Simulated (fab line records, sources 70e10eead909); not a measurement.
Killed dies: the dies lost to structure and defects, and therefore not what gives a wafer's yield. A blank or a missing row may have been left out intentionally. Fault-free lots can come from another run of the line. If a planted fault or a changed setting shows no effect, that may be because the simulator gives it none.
Chamber matching	flow nandHarc	pecvd-03 running NHARC_A_STAIRCASE_DEP_151: 3 sister chambers
The step deposits SiO2, target thk 3800 nm. 3 wafers are shown with their chamber, then 10 later ones without.

## WAFERS PAIRED WITH THEIR CHAMBERS
wafer	chamber	heaterPowerW (W)
L089.5	0	517
L089.6	2	580
L091.5	1	534

## WAFERS WITHOUT THEIR CHAMBER
wafer	heaterPowerW (W)
L091.6	581
L093.2	638
L093.4	567
L093.6	495
L094.1	643
L094.2	565
L094.5	574
L096.1	641
L096.3	687
L096.5	573

## CHAMBER TAKEN BY EACH
wafer	from the rows above	in truth
L091.6	can't be placed: 2 or 1 or 0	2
L093.2	can't be placed: 2 or 1 or 0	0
L093.4	can't be placed: 2 or 1 or 0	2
L093.6	can't be placed: 0 or 1 or 2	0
L094.1	can't be placed: 2 or 1 or 0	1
L094.2	can't be placed: 2 or 1 or 0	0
L094.5	can't be placed: 2 or 1 or 0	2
L096.1	can't be placed: 2 or 1 or 0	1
L096.3	can't be placed: 2 or 1 or 0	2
L096.5	can't be placed: 2 or 1 or 0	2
Correctly placed: 0 of 10. Unplaceable from these rows: 10, with the true chamber sitting among the candidates in 10. Wrongly placed: 0.
How it was worked out, from the rows above alone: a wafer's distance from a chamber is the root of the sum, over the readings, of the square of ((its reading less the chamber's mean) divided by the reading's scatter). The wafer belongs to the nearest chamber; if the next one is less than 2 further off, it can't be placed. The mean given for a chamber averages the wafers shown for that chamber. The scatter (one wafer shown for each chamber): square how far every hidden wafer sits from the nearest shown wafer, average those squares and take the square root.
